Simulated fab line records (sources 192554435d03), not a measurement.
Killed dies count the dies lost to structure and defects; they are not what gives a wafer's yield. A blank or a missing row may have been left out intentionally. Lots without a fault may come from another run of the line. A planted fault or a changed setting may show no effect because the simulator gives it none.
fab line records	flow n5-finfet
record: lots: 8	wafers: 24	last-day: 18
route steps=1938 shown FIN_CUT@172 STI_FIN_REVEAL@187 DUMMY_GATE@236 BEOL_M4@1111 PASSIVATION@1936
lots with no fault: from the same line, run without faults
start-h: the number of hours between the record's first day and the start of the first shown wafer of the lot	wait-h: hours elapsed since this lot's preceding step	" same as the row above	L1.1+2: one row covering several wafers at once	- no value present, or no start provided	* or withheld: withheld	< > ~ a bound
route shown NAME@n: NAME is a module with steps in the file, n the number in the route of the first one	usual: mean/standard deviation taken from wafers without a fault	same: alike in all rows	chamber/n: place in a boat	sites: the reading at each site	_std_site: the values' standard deviation	_edge_site: outer sites' mean less inner sites'	radius-mm: for every site, how far away it sits from the centre of the wafer	mask NAME#n: copy n	behind: the most recent tool/chamber to have shaped the wafer	hold: the reason the lot was held/the length of the hold in hours/how it ended	device: transistor that didn't switch, given as n, p or np	end of line: the route-end tests of the same wafers	a step without rows: its recipe alone	killed: not the wafer's yield, but the dies lost to structure and defects at the first sort	map: the dies of a wafer, with x for killed, . for not killed, _ for no die there
set.NAME: the setting the step ran with; set.NAME@STEP: the setting that earlier step ran with	model.NAME: the simulator's own value behind a step, which no gauge read
steps of the route over a sample of lots; a table a step, a row a wafer
services: a tool's chamber out of use, with start hour (start-h, from the record's first day; less than 0 if before it), hours out, and reason
== steps ==
step: N5_FIN_CUT_STRIP_24
recipe: chemistry: CF4	resist: SiARC	power-w: 300	bias-power-w: 75	pressure-mtorr: 50	cf4-flow-sccm: 150	rf-frequency-hz: 6e+07
usual: bias-power-w: 75.02/0.24	drypump-motor-current-A: 5.9/0.57	oes-product-au: 0.74/0.065	power-w: 300.1/0.99	rf-vpp-V: 271.1/1.7	showerhead-plenum-p-Torr: 1.80/0.063	throttle-valve-pct: 13.66/0.19
lot.wafer	tool	chamber	start-h	wait-h	bias-power-w	drypump-motor-current-A	oes-product-au	power-w	rf-hours-counter-h	rf-vpp-V	showerhead-plenum-p-Torr	throttle-valve-pct
L278.1	rie-diel-04	0	69.64	0.0	74.72	5.4	0.79	300.6	124	271.8	1.87	13.64
L278.2	"	1	"	"	74.96	5.4	0.69	301.5	227	273.6	1.84	13.85
L278.5	"	3	"	"	75.17	6.8	0.70	298.1	-	268.7	1.72	13.49
L281.2	rie-diel-03	3	89.04	0.0	75.15	6.4	0.69	299.0	242	267.6	1.70	13.70
L281.4	"	1	"	"	75.21	6.1	0.75	300.7	122	272.6	1.88	13.66
L281.5	"	2	"	"	75.12	5.5	0.74	299.9	-	270.4	1.79	13.67
L282.2	rie-diel-04	0	97.04	0.0	74.96	5.4	0.78	299.6	131	274.5	1.87	13.67
L282.4	"	2	"	"	74.73	6.1	0.71	300.2	208	269.5	1.78	13.80
L282.6	"	2	"	"	75.03	6.1	0.71	299.0	-	272.3	1.78	13.77
L284.1	rie-diel-03	0	107.77	0.0	74.80	5.1	0.75	300.4	147	270.0	1.73	13.46
L284.2	"	3	"	"	75.13	6.5	0.69	300.3	246	268.4	1.70	13.71
L284.6	"	3	"	"	74.86	6.5	0.69	299.2	-	267.4	1.70	13.72
L285.1	rie-diel-01	1	111.59	0.0	74.76	4.7	0.68	299.4	240	270.3	1.84	13.95
L285.4	"	1	"	"	74.86	4.7	0.69	300.6	-	271.4	1.84	13.96
L285.6	"	3	"	"	74.96	6.2	0.79	301.5	-	269.5	1.74	13.32
L286.2	rie-diel-04	3	117.46	0.0	74.95	6.7	0.70	301.0	187	268.3	1.72	13.53
L286.3	"	0	"	"	75.11	5.4	0.78	301.0	134	273.3	1.87	13.69
L286.5	"	1	"	"	75.61	5.4	0.69	298.0	-	273.7	1.84	13.88
L287.3	rie-diel-04	3	122.70	0.0	75.13	6.7	0.69	300.5	188	269.3	1.72	13.51
L287.4	"	0	"	"	75.12	5.4	0.78	299.4	136	271.8	1.87	13.69
L287.5	"	1	"	"	74.89	5.4	0.68	300.6	-	272.8	1.84	13.87
L294.2	rie-diel-04	2	166.55	0.0	75.37	6.1	0.70	301.1	222	269.9	1.78	13.82
L294.3	"	3	"	"	75.18	6.8	0.68	299.8	209	268.9	1.71	13.56
L294.4	"	1	"	"	75.07	5.4	0.95	301.2	-	272.3	1.83	13.34
step: N5_STI_FIN_REVEAL_CMP_04
recipe: stop-on: Si3N4	t-overpolish-s: 4	down-force-psi: 2	platen-rpm: 54.18	post-cmp-clean: alkaline-brush	pad-velocity-m-s: 1.078	target-thk-nm: 131.83
usual: motor-current-A: 7.8/0.84	overpolish-run-s: 4.000/0.0091	time-to-endpoint-s: 104/3.8
lot.wafer	tool	chamber	start-h	wait-h	motor-current-A	overpolish-run-s	time-to-endpoint-s
L278.2	cmp-01	3	77.92	0.0	7.4	3.998	94
L278.1	"	2	"	"	7.0	4.011	98
L278.5	"	3	"	"	8.1	4.005	95
L281.4	cmp-04	0	94.80	0.0	7.9	3.999	106
L281.2	"	3	"	"	8.1	3.984	109
L281.5	"	1	"	"	8.3	4.001	104
L282.2	cmp-02	2	106.28	0.0	10.0	3.999	104
L282.4	"	3	"	"	8.6	3.998	105
L282.6	"	3	"	"	8.4	3.999	109
L284.2	cmp-01	0	113.48	0.0	8.4	3.995	108
L284.1	"	2	"	"	6.7	3.985	104
L284.6	"	1	"	"	6.9	4.005	108
L285.4	cmp-04	1	117.69	0.1	8.2	4.008	103
L285.1	"	2	"	"	8.2	3.982	108
L285.6	"	3	"	"	7.8	3.990	105
L286.2	cmp-04	0	123.17	0.0	8.1	3.986	104
L286.3	"	2	"	"	8.0	4.000	98
L286.5	"	1	"	"	8.2	3.994	101
L287.3	cmp-01	1	128.37	0.1	6.9	4.015	105
L287.4	"	2	"	"	6.7	3.989	107
L287.5	"	1	"	"	7.1	4.019	102
L294.3	cmp-04	2	172.22	0.0	8.2	4.007	104
L294.4	"	3	"	"	7.7	4.003	106
L294.2	"	1	"	"	7.7	3.995	106
step: N5_STI_FIN_REVEAL_RECESS_09
recipe: chemistry: HF/NH3	target: SiO2	afs-cycles: 11	target-depth-a: 425	temp-c: 30	sublimation-temp-c: 180	sublimation-time-s: 60
usual: drypump-motor-current-A: 5.8/0.51	temp-c: 30.02/0.12
lot.wafer	tool	chamber	start-h	wait-h	drypump-motor-current-A	temp-c
L278.1	vapor-etch-01	1	78.88	0.0	5.9	29.92
L278.2	"	0	"	"	6.2	30.11
L278.5	"	0	79.94	1.1	6.2	29.92
L281.2	vapor-etch-01	0	95.66	0.0	6.2	30.08
L281.4	"	0	"	"	6.2	30.00
L281.5	"	1	"	"	5.8	29.96
L282.2	vapor-etch-02	1	107.07	0.0	5.0	30.10
L282.4	"	1	"	"	5.0	29.91
L282.6	"	0	"	"	6.4	29.94
L284.1	vapor-etch-02	0	114.26	0.0	6.4	29.83
L284.2	"	1	"	"	5.0	30.00
L284.6	"	0	115.32	1.1	6.4	30.00
L285.1	vapor-etch-01	1	118.42	0.0	5.9	30.10
L285.4	"	0	"	"	6.2	30.15
L285.6	"	1	"	"	5.9	30.07
L286.2	vapor-etch-01	0	123.99	0.0	6.1	29.93
L286.3	"	0	"	"	6.2	29.95
L286.5	"	0	"	"	6.1	29.94
L287.3	vapor-etch-01	0	129.65	0.6	6.2	30.22
L287.4	"	1	"	"	5.9	30.14
L287.5	"	0	"	"	6.2	30.03
L294.2	vapor-etch-02	1	173.07	0.0	5.0	29.96
L294.3	"	0	"	"	6.3	29.93
L294.4	"	1	"	"	5.0	30.06
step: N5_DUMMY_GATE_ETCH_36
recipe: chemistry: CF4	target: SiARC	target-depth-a: 130	pressure-mtorr: 40	source-w: 545	bias-w: 36	Ar_flow_sccm: 100	cf4-flow-sccm: 100	ion-energy-ev: 80
usual: bias-w: 36.00/0.12	cf4-flow-sccm: 100.06/0.29	drypump-motor-current-A: 5.8/0.62	mfc-ar-sccm: 99.96/0.29	oes-product-au: 0.75/0.082	rf-vpp-V: 184.1/1.2	showerhead-plenum-p-Torr: 2.14/0.079	throttle-valve-pct: 15.65/0.21
lot.wafer	tool	chamber	start-h	wait-h	bias-w	cf4-flow-sccm	drypump-motor-current-A	mfc-ar-sccm	oes-product-au	rf-hours-counter-h	rf-vpp-V	showerhead-plenum-p-Torr	throttle-valve-pct
L278.1	rie-diel-03	1	91.33	0.0	36.14	99.92	6.1	100.00	0.75	122	184.8	2.24	15.67
L278.2	"	2	"	"	36.17	99.79	5.5	100.08	0.75	163	184.6	2.14	15.71
L278.5	"	3	"	"	36.12	100.06	6.4	99.56	0.69	-	183.6	2.03	15.71
L281.2	rie-diel-01	1	112.27	0.0	35.90	100.04	4.7	100.02	0.69	240	183.6	2.20	15.96
L281.4	"	2	"	"	35.97	100.26	6.6	100.17	0.70	-	183.4	2.11	15.94
L281.5	"	1	"	"	35.94	99.99	4.7	100.03	0.68	-	183.9	2.20	15.97
L282.2	rie-diel-04	1	118.72	0.0	36.22	100.05	5.4	100.16	0.69	239	185.1	2.20	15.91
L282.4	"	0	"	"	35.95	100.18	5.4	100.43	0.79	135	185.7	2.23	15.72
L282.6	"	2	"	"	36.02	99.60	6.1	100.01	0.72	-	184.7	2.12	15.78
L284.1	rie-diel-01	3	127.06	0.0	-	-	-	-	-	-	-	-	-
L284.2	"	2	"	"	-	-	-	-	-	-	-	-	-
L284.6	"	2	"	"	-	-	-	-	-	-	-	-	-
L285.1	rie-diel-04	3	130.78	0.0	-	-	-	-	-	-	-	-	-
L285.4	"	1	"	"	-	-	-	-	-	-	-	-	-
L285.6	"	3	"	"	-	-	-	-	-	-	-	-	-
L286.2	rie-diel-04	3	136.57	0.0	-	-	-	-	-	-	-	-	-
L286.3	"	0	"	"	-	-	-	-	-	-	-	-	-
L286.5	"	3	"	"	-	-	-	-	-	-	-	-	-
L287.3	rie-diel-04	1	140.91	0.0	35.86	100.07	5.4	99.58	0.68	249	185.0	2.20	15.92
L287.4	"	1	"	"	35.92	99.98	5.4	99.84	0.68	-	184.8	2.20	15.94
L287.5	"	3	"	"	35.96	99.62	6.8	99.66	0.70	-	182.6	2.04	15.52
L294.2	rie-diel-03	3	186.76	0.0	35.76	100.52	6.4	100.28	0.92	12	185.9	2.28	15.24
L294.3	"	2	"	"	36.15	100.20	5.5	99.66	0.74	187	183.9	2.13	15.75
L294.4	"	2	"	"	36.13	99.88	5.5	99.76	0.74	-	183.3	2.13	15.77
step: N5_DUMMY_GATE_ETCH_37
recipe: chemistry: N2/H2	target: SOC	target-depth-a: 600	overetch-a: 300	temp-c: 40	ion-energy-ev: 200	pressure-mtorr: 30	source-w: 840	bias-w: 150	n2-flow-sccm: 200	h2-flow-sccm: 200
usual: bias-w: 150.0/0.46	chamber-pressure-mTorr: 30.00/0.044	drypump-motor-current-A: 5.8/0.63	oes-product-au: 0.60/0.061	rf-vpp-V: 523.6/2.9	showerhead-plenum-p-Torr: 2.54/0.1	temp-c: 40.02/0.13	throttle-valve-pct: 17.83/0.23
lot.wafer	tool	chamber	start-h	wait-h	bias-w	chamber-pressure-mTorr	drypump-motor-current-A	oes-product-au	rf-hours-counter-h	rf-vpp-V	showerhead-plenum-p-Torr	temp-c	throttle-valve-pct
L278.1	rie-diel-03	1	91.37	0.0	149.9	30.00	6.1	0.60	122	526.3	2.67	40.12	17.82
L278.2	"	2	"	"	150.4	29.99	5.5	0.59	163	523.2	2.53	39.92	17.99
L278.5	"	3	"	"	150.7	30.00	6.4	0.55	-	519.9	2.39	40.13	17.87
L281.2	rie-diel-01	1	112.31	0.0	150.2	30.02	4.7	0.55	240	526.6	2.62	39.79	18.16
L281.4	"	2	"	"	150.9	30.00	6.6	0.55	-	523.5	2.51	39.94	18.17
L281.5	"	1	"	"	150.2	29.95	4.7	0.54	-	525.3	2.62	39.68	18.15
L282.2	rie-diel-04	1	118.76	0.0	150.2	29.98	5.4	0.55	239	526.8	2.60	39.93	17.96
L282.4	"	0	"	"	149.1	30.00	5.4	0.63	135	526.1	2.66	39.93	18.00
L282.6	"	2	"	"	150.8	30.01	6.1	0.57	-	523.0	2.52	39.80	17.99
L284.1	rie-diel-01	3	127.10	0.0	149.6	29.97	6.2	0.30	88	523.2	2.46	39.87	17.55
L284.2	"	2	"	"	150.0	30.00	6.6	0.26	231	523.1	2.51	40.05	18.15
L284.6	"	2	"	"	149.7	30.05	6.6	0.26	-	522.6	2.51	39.96	18.15
L285.1	rie-diel-04	3	130.82	0.0	150.6	30.01	6.8	0.26	192	520.3	2.42	40.03	17.49
L285.4	"	1	"	"	151.1	30.02	5.4	0.26	-	525.8	2.60	39.89	17.92
L285.6	"	3	"	"	149.9	30.02	6.8	0.26	-	520.4	2.42	40.00	17.52
L286.2	rie-diel-04	3	136.61	0.0	149.9	30.02	6.8	0.26	196	521.3	2.42	40.05	17.51
L286.3	"	0	"	"	150.2	29.99	5.3	0.29	143	525.7	2.66	39.91	17.96
L286.5	"	3	"	"	149.5	30.02	6.8	0.26	-	519.8	2.42	39.98	17.51
L287.3	rie-diel-04	1	140.95	0.0	149.4	30.01	5.4	0.54	249	526.2	2.60	40.12	17.98
L287.4	"	1	"	"	149.8	30.01	5.4	0.55	-	526.2	2.60	40.05	17.99
L287.5	"	3	"	"	149.2	29.97	6.8	0.55	-	519.8	2.42	40.18	17.56
L294.2	rie-diel-03	3	186.80	0.0	149.9	30.03	6.4	0.73	13	528.2	2.70	40.10	17.43
L294.3	"	2	"	"	149.7	30.00	5.5	0.58	187	523.2	2.52	40.07	18.06
L294.4	"	2	"	"	149.9	30.06	5.5	0.58	-	523.2	2.52	40.14	18.05
step: N5_DUMMY_GATE_CD_MEAS_50
recipe: target-cd-nm: 14
usual: cd-nm: 14.0/0.33
lot.wafer	tool	chamber	start-h	wait-h	cd-nm
L278.1	cd-sem-03	-	91.60	0.0	14.4
L278.2	"	-	"	"	13.5
L278.5	"	-	"	"	14.1
L281.2	cd-sem-02	-	112.54	0.0	14.3
L281.4	"	-	"	"	13.9
L281.5	"	-	"	"	14.6
L282.2	cd-sem-03	-	118.99	0.0	13.8
L282.4	"	-	"	"	13.9
L282.6	"	-	"	"	14.2
L284.1	cd-sem-01	-	127.50	0.0	-
L284.2	"	-	"	"	-
L284.6	"	-	"	"	-
L285.1	cd-sem-03	-	131.23	0.0	-
L285.4	"	-	"	"	-
L285.6	"	-	"	"	-
L286.2	cd-sem-01	-	136.97	0.0	-
L286.3	"	-	"	"	-
L286.5	"	-	"	"	-
L287.3	cd-sem-01	-	141.18	0.0	13.7
L287.4	"	-	"	"	13.6
L287.5	"	-	"	"	13.6
L294.2	cd-sem-01	-	187.03	0.0	13.5
L294.3	"	-	"	"	14.4
L294.4	"	-	"	"	14.1
step: N5_BEOL_M4_RC_MEAS_101
usual: DIBL_N: 35.9/1.4	DIBL_P: 35.9/1.7	IOFF_N: 0.155/0.023	IOFF_P: 0.201/0.029	ION_N: 672/8.8	ION_P: 460/7	SS_N: 71.6/0.48	SS_P: 73.1/0.64	VT_N: 250.0/3	VT_P: -251.6/3
lot.wafer	tool	chamber	start-h	wait-h	DIBL_N[mV/V]	DIBL_P[mV/V]	IOFF_N[nA/um]	IOFF_P[nA/um]	ION_N[uA/um]	ION_P[uA/um]	SS_N[mV/dec]	SS_P[mV/dec]	VT_N[mV]	VT_P[mV]
L278.1	prober-02	0	216.75	0.0	33.8	33.6	0.126	0.147	669	453	70.9	72.7	251.1	-256.9
L278.2	"	0	"	"	35.1	34.5	0.141	0.155	669	443	71.8	72.7	251.5	-256.8
L278.5	"	0	"	"	34.4	34.1	0.131	0.148	665	448	70.8	72.1	252.5	-256.1
L281.2	prober-01	0	243.98	0.2	34.5	35.1	0.126	0.184	654	457	71.1	72.0	255.7	-250.0
L281.4	"	0	"	"	37.0	37.8	0.169	0.221	685	474	71.7	73.6	249.0	-250.5
L281.5	"	0	"	"	35.2	35.1	0.134	0.179	661	460	70.8	72.5	250.9	-252.3
L282.2	prober-01	0	248.54	0.2	33.6	36.2	0.151	0.208	674	467	71.8	72.9	248.0	-249.2
L282.4	"	0	"	"	34.7	37.1	0.157	0.220	673	465	71.6	74.4	249.8	-249.0
L282.6	"	0	"	"	33.2	35.7	0.140	0.197	665	463	71.6	73.1	250.3	-251.5
L287.3	prober-01	0	269.49	0.3	38.6	36.4	0.165	0.210	677	464	71.7	73.7	249.1	-251.6
L287.4	"	0	"	"	39.0	37.3	0.177	0.217	675	457	71.8	74.6	250.3	-251.7
L287.5	"	0	"	"	37.4	35.3	0.144	0.196	675	458	71.4	73.4	247.9	-251.1
L294.2	prober-02	0	311.64	0.2	35.6	34.0	0.141	0.186	649	448	71.7	72.6	255.4	-253.7
L294.3	"	0	"	"	34.9	34.2	0.131	0.198	668	462	71.1	73.4	250.9	-251.9
L294.4	"	0	"	"	33.5	32.8	0.113	0.168	654	454	71.0	72.6	256.9	-252.6
step: N5_PASSIVATION_PROBE_49
usual: defect-limited-yield: 91.7/1.5	killed_at_M0_to_M3: 30/8.6	killed_at_M4_up: 12/4.5	killed-at-contacts: 13/5.8	killed-at-front-end: 38/11	killed-at-other: 4/3	killed-dies: 97/17	killed-on-rim: 13/3.6	killed-open: 63/12	killed-short: 32/8.8	sort_bin_5_function: 4.8/0.91	sort_bin_6_memory: 3.1/0.68	sort-n-pass: 1083/17	sort-yield-pct: 91.7/1.5
same: gross-dies: 1180	killed-at-back-side: 0	sort_bin_4_leakage[%]: 0	sort_bin_8_speed[%]: 0
lot.wafer	tool	chamber	start-h	wait-h	defect-limited-yield[%]	killed_at_M0_to_M3	killed_at_M4_up	killed-at-contacts	killed-at-front-end	killed-at-other	killed-dies	killed-on-rim	killed-open	killed-short	sort_bin_5_function[%]	sort_bin_6_memory[%]	sort-n-pass	sort-yield-pct[%]
L285.1	prober-01	-	357.49	0.0	0	56	9	15	1096	4	1180	152	77	54	95.8	3.5	0	0
L285.4	prober-01	-	357.64	0.2	0	31	24	10	1113	2	1180	152	60	47	96.5	2.9	0	0
L285.6	prober-01	-	357.74	0.3	0	30	17	19	1105	9	1180	152	79	35	95.9	3.8	0	0
L284.1	prober-02	-	363.43	0.0	0	24	10	10	1134	2	1180	152	41	17	97.8	2.1	0	0
L284.2	prober-02	-	363.48	0.1	0	34	8	2	1135	1	1180	152	44	22	98.2	1.7	0	0
L284.6	prober-02	-	363.68	0.3	0	22	5	16	1135	2	1180	152	51	19	97.4	2.2	0	0
L286.2	prober-01	-	378.05	0.1	0	47	5	20	1103	5	1180	152	83	34	95.7	4.2	0	0
L286.3	prober-01	-	378.10	0.1	0	53	7	11	1103	6	1180	152	57	44	95.8	3.8	0	0
L286.5	prober-01	-	378.20	0.2	0	26	19	18	1109	8	1180	152	73	38	96.6	3.1	0	0
killed by level:class
L285.1 DUMMY_GATE:area-etch=1049 BEOL_M0_SAQP:geometric-particle:open=23 FIN_SAQP:geometric-particle:short=14 STI_FIN_REVEAL:geometric-particle:open=12 BEOL_M0_SAQP:geometric-particle:short=12 MOL_CONTACT_COAG:geometric-particle:open=8 MOL_CONTACT_COAG:geometric-particle:short=7 FIN_SAQP:geometric-particle:open=6
L285.4 DUMMY_GATE:area-etch=1072 FIN_SAQP:geometric-particle:short=18 MOL_CONTACT_COAG:geometric-particle:open=9 FIN_SAQP:geometric-particle:open=9 BEOL_M4:geometric-particle:short=8 BEOL_M0_SAQP:geometric-particle:short=7 BEOL_M0_SAQP:geometric-particle:open=6 BEOL_M4:geometric-particle:open=6
L285.6 DUMMY_GATE:area-etch=1066 FIN_SAQP:geometric-particle:open=22 MOL_CONTACT_COAG:geometric-particle:open=15 FIN_SAQP:geometric-particle:short=7 BEOL_M0_SAQP:geometric-particle:open=7 BEOL_M1:geometric-particle:open=7 BEOL_M4:geometric-particle:short=6 MOL_CONTACT_COAG:geometric-particle:short=4
L284.1 DUMMY_GATE:area-etch=1122 BEOL_M3:geometric-particle:open=9 MOL_CONTACT_COAG:geometric-particle:open=8 GATE_CUT:geometric-particle:short=5 BEOL_M0_SAQP:geometric-particle:short=5 BEOL_M6:geometric-particle:open=5 BEOL_M0_SAQP:geometric-particle:open=4 BEOL_M1:geometric-particle:open=4
L284.2 DUMMY_GATE:area-etch=1112 BEOL_M0_SAQP:geometric-particle:short=9 BEOL_M0_SAQP:geometric-particle:open=8 STI_FIN_REVEAL:geometric-particle:open=5 BEOL_M3:geometric-particle:open=5 FIN_SAQP:geometric-particle:open=4 BEOL_M1:geometric-particle:open=4 BEOL_M6:geometric-particle:open=4
L284.6 DUMMY_GATE:area-etch=1109 MOL_CONTACT_COAG:geometric-particle:open=13 BEOL_M0_SAQP:geometric-particle:open=6 FIN_SAQP:geometric-particle:open=5 STI_FIN_REVEAL:geometric-particle:open=5 BEOL_M0_SAQP:geometric-particle:short=5 BEOL_M1:geometric-particle:open=4 STARTING-WAFER:geometric-particle:open=4
L286.2 DUMMY_GATE:area-etch=1061 MOL_CONTACT_COAG:geometric-particle:open=17 STI_FIN_REVEAL:geometric-particle:open=17 BEOL_M1:geometric-particle:open=11 BEOL_M0_SAQP:geometric-particle:short=8 BEOL_M0_SAQP:geometric-particle:open=8 DUMMY_GATE:geometric-particle:open=6 FIN_SAQP:geometric-particle:short=5
L286.3 DUMMY_GATE:area-etch=1079 BEOL_M0_SAQP:geometric-particle:open=18 BEOL_M0_SAQP:geometric-particle:short=11 MOL_CONTACT_COAG:geometric-particle:open=10 FIN_SAQP:geometric-particle:short=6 BEOL_M2:geometric-particle:open=6 BEOL_M1:geometric-particle:open=5 BEOL_M1:geometric-particle:short=4
L286.5 DUMMY_GATE:area-etch=1068 MOL_CONTACT_COAG:geometric-particle:open=15 BEOL_M0_SAQP:geometric-particle:short=7 BEOL_M4:geometric-particle:open=7 STI_FIN_REVEAL:geometric-particle:open=6 DUMMY_GATE:geometric-particle:short=6 STARTING-WAFER:geometric-particle:open=6 FIN_SAQP:geometric-particle:short=5
== services ==
tool	chamber	start-h	hours	kind
cmp-04	-	45.85	4.0	pm
cmp-02	-	70.03	10.8	pm
rie-diel-04	0	78.56	1.2	repair
cmp-02	-	86.24	0.6	repair
cmp-04	-	90.72	1.4	repair
cmp-01	-	91.32	4.6	pm
vapor-etch-02	1	97.99	1.4	repair
cmp-01	-	120.55	1.3	repair
rie-diel-03	3	122.82	-	clean
rie-diel-03	3	122.82	-	consumable-replace:focus-ring
rie-diel-03	3	122.82	-	consumable-replace:showerhead
rie-diel-03	-	123.29	14.6	pm
rie-diel-04	2	124.85	24.6	repair
cmp-02	-	129.62	4.0	pm
rie-diel-04	1	149.68	-	clean
rie-diel-04	1	149.68	-	consumable-replace:focus-ring
cmp-04	-	151.66	0.4	repair
vapor-etch-01	0	160.31	6.5	repair
cmp-04	-	160.56	1.0	repair
rie-diel-04	0	161.53	6.6	repair
cmp-04	-	163.28	0.5	repair
cmp-02	-	163.61	2.4	repair
rie-diel-03	1	175.27	12.3	repair
cmp-02	-	184.71	0.3	repair
== key ==
first-sign: step: N5_DUMMY_GATE_ETCH_36	reading: tool-record	direction: missing
effect: step: N5_DUMMY_GATE_ETCH_37	reading: oes-product-au	direction: down	sigmas: 5.4	usual: 0.60	struck: 0.27
effect: step: N5_DUMMY_GATE_CD_MEAS_50	reading: cd-nm	direction: missing
effect: step: N5_PASSIVATION_PROBE_49	reading: sort_bin_5_function	direction: up	sigmas: 99+	usual: 4.8	struck: 96.6
more-kills-born-at: N5_DUMMY_GATE_ETCH_36@rie-diel-04: 6395	N5_DUMMY_GATE_ETCH_36@rie-diel-01: 3343
met-at N5_DUMMY_GATE_ETCH_36
struck-lots L284,L285,L286
later-rows-left-out L284.1,L284.2,L284.6,L285.1,L285.4,L285.6,L286.2,L286.3,L286.5
not-acting-at N5_FIN_CUT_STRIP_24,N5_STI_FIN_REVEAL_CMP_04,N5_STI_FIN_REVEAL_RECESS_09
onset-between 118.72 127.06
fault: kind: skipped-step-whole	tool: rie-diel-01,rie-diel-04	chamber: -	onset-h: 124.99	steps: N5_DUMMY_GATE_ETCH_36	scope: struck-lots-only
later-rows-left-out: the simulator's readings of these wafers behind a module that went badly wrong aren't trusted and aren't shown, but for the sort
